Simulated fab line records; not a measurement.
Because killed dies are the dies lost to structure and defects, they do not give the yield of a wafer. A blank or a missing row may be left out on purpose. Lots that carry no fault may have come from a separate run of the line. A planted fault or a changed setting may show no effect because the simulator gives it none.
Matching of chambers || flow nand harc || 4 sister chambers for NHARC_P_STI_DESCUM_14 on rie diel-10
The step chemistry O2, time 3 s. 22 wafers are shown with their chamber, then 11 later ones without.

== EACH WAFER AND ITS CHAMBER ==
{"wafer": "L074.1", "chamber": 2, "drypump motor current A (A)": 5.2, "rf vpp V (V)": 59.5, "throttle valve pct (%)": 11.305}
{"wafer": "L074.5", "chamber": 0, "drypump motor current A (A)": 5.2, "rf vpp V (V)": 57.6, "throttle valve pct (%)": 11.308}
{"wafer": "L074.6", "chamber": 3, "drypump motor current A (A)": 6.4, "rf vpp V (V)": 55.9, "throttle valve pct (%)": 11.301}
{"wafer": "L080.3", "chamber": 1, "drypump motor current A (A)": 5.9, "rf vpp V (V)": 57.0, "throttle valve pct (%)": 11.314}
{"wafer": "L080.4", "chamber": 2, "drypump motor current A (A)": 5.2, "rf vpp V (V)": 58.4, "throttle valve pct (%)": 11.315}
{"wafer": "L080.5", "chamber": 1, "drypump motor current A (A)": 5.9, "rf vpp V (V)": 58.4, "throttle valve pct (%)": 11.309}
{"wafer": "L083.1", "chamber": 1, "drypump motor current A (A)": 5.9, "rf vpp V (V)": 58.4, "throttle valve pct (%)": 11.306}
{"wafer": "L083.2", "chamber": 2, "drypump motor current A (A)": 5.2, "rf vpp V (V)": 57.6, "throttle valve pct (%)": 11.307}
{"wafer": "L083.6", "chamber": 3, "drypump motor current A (A)": 6.4, "rf vpp V (V)": 58.2, "throttle valve pct (%)": 11.311}
{"wafer": "L085.3", "chamber": 1, "drypump motor current A (A)": 5.9, "rf vpp V (V)": 57.2, "throttle valve pct (%)": 11.322}
{"wafer": "L085.5", "chamber": 3, "drypump motor current A (A)": 6.3, "rf vpp V (V)": 58.3, "throttle valve pct (%)": 11.308}
{"wafer": "L085.6", "chamber": 0, "drypump motor current A (A)": 5.1, "rf vpp V (V)": 58.2, "throttle valve pct (%)": 11.314}
{"wafer": "L086.2", "chamber": 0, "drypump motor current A (A)": 5.1, "rf vpp V (V)": 58.0, "throttle valve pct (%)": 11.324}
{"wafer": "L086.4", "chamber": 3, "drypump motor current A (A)": 6.4, "rf vpp V (V)": 56.3, "throttle valve pct (%)": 11.303}
{"wafer": "L086.6", "chamber": 1, "drypump motor current A (A)": 5.9, "rf vpp V (V)": 57.5, "throttle valve pct (%)": 11.315}
{"wafer": "L088.1", "chamber": 1, "drypump motor current A (A)": 5.9, "rf vpp V (V)": 59.3, "throttle valve pct (%)": 11.312}
{"wafer": "L088.3", "chamber": 0, "drypump motor current A (A)": 5.1, "rf vpp V (V)": 57.8, "throttle valve pct (%)": 11.307}
{"wafer": "L088.6", "chamber": 3, "drypump motor current A (A)": 6.3, "rf vpp V (V)": 57.4, "throttle valve pct (%)": 11.313}
{"wafer": "L089.2", "chamber": 0, "drypump motor current A (A)": 5.1, "rf vpp V (V)": 57.8, "throttle valve pct (%)": 11.307}
{"wafer": "L089.3", "chamber": 1, "drypump motor current A (A)": 5.9, "rf vpp V (V)": 56.8, "throttle valve pct (%)": 11.306}
{"wafer": "L089.5", "chamber": 0, "drypump motor current A (A)": 5.1, "rf vpp V (V)": 56.7, "throttle valve pct (%)": 11.311}
{"wafer": "L090.2", "chamber": 0, "drypump motor current A (A)": 5.1, "rf vpp V (V)": 58.3, "throttle valve pct (%)": 11.321}

SIGNATURES, as means of the wafers listed above
{"reading": "drypump motor current A", "chamber 0": 5.114, "chamber 1": 5.900, "chamber 2": 5.200, "chamber 3": 6.360, "scatter within a chamber": 0.0338}
{"reading": "rf vpp V", "chamber 0": 57.771, "chamber 1": 57.800, "chamber 2": 58.500, "chamber 3": 57.220, "scatter within a chamber": 0.86}
{"reading": "throttle valve pct", "chamber 0": 11.31314, "chamber 1": 11.31200, "chamber 2": 11.30900, "chamber 3": 11.30720, "scatter within a chamber": 0.00597}
Rule: a wafer's distance from a chamber is the root of the sum, over the readings, of the square of ((its reading less the chamber's mean) divided by the reading's scatter). The wafer belongs to the nearest chamber; if the next one is less than 2 further off, it can't be placed. How the scatter is found: for the shown wafers, subtract from each reading the mean of its chamber, square and add these, divide the total by (wafers less chambers), then take the root.

== WAFERS WITHOUT THEIR CHAMBER ==
{"wafer": "L090.3", "drypump motor current A (A)": 5.9, "rf vpp V (V)": 58.1, "throttle valve pct (%)": 11.314}
{"wafer": "L090.4", "drypump motor current A (A)": 6.4, "rf vpp V (V)": 57.2, "throttle valve pct (%)": 11.296}
{"wafer": "L095.3", "drypump motor current A (A)": 5.1, "rf vpp V (V)": 57.6, "throttle valve pct (%)": 11.306}
{"wafer": "L095.5", "drypump motor current A (A)": 5.9, "rf vpp V (V)": 57.3, "throttle valve pct (%)": 11.313}
{"wafer": "L095.6", "drypump motor current A (A)": 5.2, "rf vpp V (V)": 58.3, "throttle valve pct (%)": 11.307}
{"wafer": "L096.1", "drypump motor current A (A)": 6.4, "rf vpp V (V)": 57.0, "throttle valve pct (%)": 11.309}
{"wafer": "L096.2", "drypump motor current A (A)": 5.2, "rf vpp V (V)": 57.6, "throttle valve pct (%)": 11.301}
{"wafer": "L096.5", "drypump motor current A (A)": 5.9, "rf vpp V (V)": 57.6, "throttle valve pct (%)": 11.309}
{"wafer": "L097.3", "drypump motor current A (A)": 5.2, "rf vpp V (V)": 59.0, "throttle valve pct (%)": 11.318}
{"wafer": "L097.4", "drypump motor current A (A)": 5.9, "rf vpp V (V)": 57.4, "throttle valve pct (%)": 11.324}
{"wafer": "L097.5", "drypump motor current A (A)": 6.4, "rf vpp V (V)": 57.0, "throttle valve pct (%)": 11.317}

== WHICH CHAMBER EACH ONE RAN IN ==
{"wafer": "L090.3", "from the rows above": 1, "in truth": 1}
{"wafer": "L090.4", "from the rows above": 3, "in truth": 3}
{"wafer": "L095.3", "from the rows above": "can't be placed: 0 or 2", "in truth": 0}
{"wafer": "L095.5", "from the rows above": 1, "in truth": 1}
{"wafer": "L095.6", "from the rows above": 2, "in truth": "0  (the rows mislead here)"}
{"wafer": "L096.1", "from the rows above": 3, "in truth": 3}
{"wafer": "L096.2", "from the rows above": "can't be placed: 2 or 0", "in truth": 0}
{"wafer": "L096.5", "from the rows above": 1, "in truth": 1}
{"wafer": "L097.3", "from the rows above": "can't be placed: 2 or 0", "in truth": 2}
{"wafer": "L097.4", "from the rows above": 1, "in truth": 1}
{"wafer": "L097.5", "from the rows above": 3, "in truth": 3}
7 of 11 placed correctly. These rows do not allow placing 3 (true chamber among the candidates in 3). 1 placed wrongly.
